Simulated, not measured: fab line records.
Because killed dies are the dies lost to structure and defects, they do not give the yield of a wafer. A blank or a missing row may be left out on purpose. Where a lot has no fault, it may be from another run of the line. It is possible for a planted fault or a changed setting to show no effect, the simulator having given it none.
Matching of chambers || flow n5_finfet || rie_diel-01 running N5_DUMMY_GATE_STRIP_40: 4 sister chambers
The step strips in CF4. 20 wafers are shown with their chamber, then 10 later ones without.

== WAFERS PAIRED WITH THEIR CHAMBERS ==
{"wafer": "L075.3", "chamber": 0, "drypump_motor_current_A (A)": 6.0, "throttle_valve_pct (%)": 13.77, "oes_product_au (a.u.)": 0.71}
{"wafer": "L075.4", "chamber": 3, "drypump_motor_current_A (A)": 4.9, "throttle_valve_pct (%)": 13.61, "oes_product_au (a.u.)": 0.69}
{"wafer": "L075.5", "chamber": 1, "drypump_motor_current_A (A)": 5.8, "throttle_valve_pct (%)": 13.80, "oes_product_au (a.u.)": 0.67}
{"wafer": "L076.2", "chamber": 2, "drypump_motor_current_A (A)": 6.3, "throttle_valve_pct (%)": 13.79, "oes_product_au (a.u.)": 0.77}
{"wafer": "L076.4", "chamber": 3, "drypump_motor_current_A (A)": 4.9, "throttle_valve_pct (%)": 13.60, "oes_product_au (a.u.)": 0.69}
{"wafer": "L076.6", "chamber": 0, "drypump_motor_current_A (A)": 6.0, "throttle_valve_pct (%)": 13.78, "oes_product_au (a.u.)": 0.71}
{"wafer": "L077.1", "chamber": 0, "drypump_motor_current_A (A)": 6.0, "throttle_valve_pct (%)": 13.78, "oes_product_au (a.u.)": 0.71}
{"wafer": "L077.3", "chamber": 2, "drypump_motor_current_A (A)": 6.3, "throttle_valve_pct (%)": 13.80, "oes_product_au (a.u.)": 0.76}
{"wafer": "L077.5", "chamber": 2, "drypump_motor_current_A (A)": 6.4, "throttle_valve_pct (%)": 13.82, "oes_product_au (a.u.)": 0.76}
{"wafer": "L078.1", "chamber": 2, "drypump_motor_current_A (A)": 6.4, "throttle_valve_pct (%)": 13.81, "oes_product_au (a.u.)": 0.76}
{"wafer": "L078.3", "chamber": 0, "drypump_motor_current_A (A)": 6.0, "throttle_valve_pct (%)": 13.79, "oes_product_au (a.u.)": 0.71}
{"wafer": "L078.6", "chamber": 2, "drypump_motor_current_A (A)": 6.4, "throttle_valve_pct (%)": 13.82, "oes_product_au (a.u.)": 0.76}
{"wafer": "L085.2", "chamber": 0, "drypump_motor_current_A (A)": 6.0, "throttle_valve_pct (%)": 13.82, "oes_product_au (a.u.)": 0.70}
{"wafer": "L085.4", "chamber": 1, "drypump_motor_current_A (A)": 5.8, "throttle_valve_pct (%)": 13.23, "oes_product_au (a.u.)": 0.94}
{"wafer": "L085.6", "chamber": 0, "drypump_motor_current_A (A)": 6.0, "throttle_valve_pct (%)": 13.82, "oes_product_au (a.u.)": 0.69}
{"wafer": "L087.2", "chamber": 3, "drypump_motor_current_A (A)": 4.9, "throttle_valve_pct (%)": 13.65, "oes_product_au (a.u.)": 0.67}
{"wafer": "L087.5", "chamber": 0, "drypump_motor_current_A (A)": 6.0, "throttle_valve_pct (%)": 13.82, "oes_product_au (a.u.)": 0.69}
{"wafer": "L087.6", "chamber": 1, "drypump_motor_current_A (A)": 5.8, "throttle_valve_pct (%)": 13.26, "oes_product_au (a.u.)": 0.94}
{"wafer": "L088.2", "chamber": 2, "drypump_motor_current_A (A)": 6.4, "throttle_valve_pct (%)": 13.86, "oes_product_au (a.u.)": 0.75}
{"wafer": "L088.3", "chamber": 1, "drypump_motor_current_A (A)": 5.8, "throttle_valve_pct (%)": 13.25, "oes_product_au (a.u.)": 0.93}

SIGNATURES (means of the wafers above)
{"reading": "drypump_motor_current_A", "chamber 0": 6.000, "chamber 1": 5.800, "chamber 2": 6.367, "chamber 3": 4.900, "scatter within a chamber": 0.0289}
{"reading": "throttle_valve_pct", "chamber 0": 13.7971, "chamber 1": 13.3850, "chamber 2": 13.8167, "chamber 3": 13.6200, "scatter within a chamber": 0.122}
{"reading": "oes_product_au", "chamber 0": 0.7029, "chamber 1": 0.8700, "chamber 2": 0.7600, "chamber 3": 0.6833, "scatter within a chamber": 0.0583}
Rule: distance of a wafer from a chamber = root of the sum over the readings of ((wafer's reading minus chamber's mean) / reading's scatter) squared. If the next closest chamber is less than 2 further off than the closest, the wafer can't be placed; otherwise it belongs to the closest. The scatter: the root of (the sum of the squares of (reading less its chamber's mean) over the shown wafers, divided by (wafers less chambers)).

== WAFERS WITH NO CHAMBER GIVEN ==
{"wafer": "L088.5", "drypump_motor_current_A (A)": 6.4, "throttle_valve_pct (%)": 13.85, "oes_product_au (a.u.)": 0.74}
{"wafer": "L092.1", "drypump_motor_current_A (A)": 4.9, "throttle_valve_pct (%)": 13.68, "oes_product_au (a.u.)": 0.67}
{"wafer": "L092.4", "drypump_motor_current_A (A)": 5.8, "throttle_valve_pct (%)": 13.26, "oes_product_au (a.u.)": 0.91}
{"wafer": "L092.6", "drypump_motor_current_A (A)": 6.0, "throttle_valve_pct (%)": 13.87, "oes_product_au (a.u.)": 0.69}
{"wafer": "L095.1", "drypump_motor_current_A (A)": 5.8, "throttle_valve_pct (%)": 13.28, "oes_product_au (a.u.)": 0.90}
{"wafer": "L095.3", "drypump_motor_current_A (A)": 6.4, "throttle_valve_pct (%)": 13.88, "oes_product_au (a.u.)": 0.73}
{"wafer": "L095.4", "drypump_motor_current_A (A)": 5.8, "throttle_valve_pct (%)": 13.27, "oes_product_au (a.u.)": 0.90}
{"wafer": "L097.1", "drypump_motor_current_A (A)": 5.8, "throttle_valve_pct (%)": 13.28, "oes_product_au (a.u.)": 0.89}
{"wafer": "L097.4", "drypump_motor_current_A (A)": 6.3, "throttle_valve_pct (%)": 13.90, "oes_product_au (a.u.)": 0.72}
{"wafer": "L097.5", "drypump_motor_current_A (A)": 5.8, "throttle_valve_pct (%)": 13.27, "oes_product_au (a.u.)": 0.90}

== CHAMBER TAKEN BY EACH ==
{"wafer": "L088.5", "from the rows above": 2, "in truth": 2}
{"wafer": "L092.1", "from the rows above": 3, "in truth": 3}
{"wafer": "L092.4", "from the rows above": 1, "in truth": 1}
{"wafer": "L092.6", "from the rows above": 0, "in truth": 0}
{"wafer": "L095.1", "from the rows above": 1, "in truth": 1}
{"wafer": "L095.3", "from the rows above": 2, "in truth": 2}
{"wafer": "L095.4", "from the rows above": 1, "in truth": 1}
{"wafer": "L097.1", "from the rows above": 1, "in truth": 1}
{"wafer": "L097.4", "from the rows above": 2, "in truth": 2}
{"wafer": "L097.5", "from the rows above": 1, "in truth": 1}
Correct placement for 10 of the 10. Number that these rows cannot place: 0. Wrongly placed: 0.
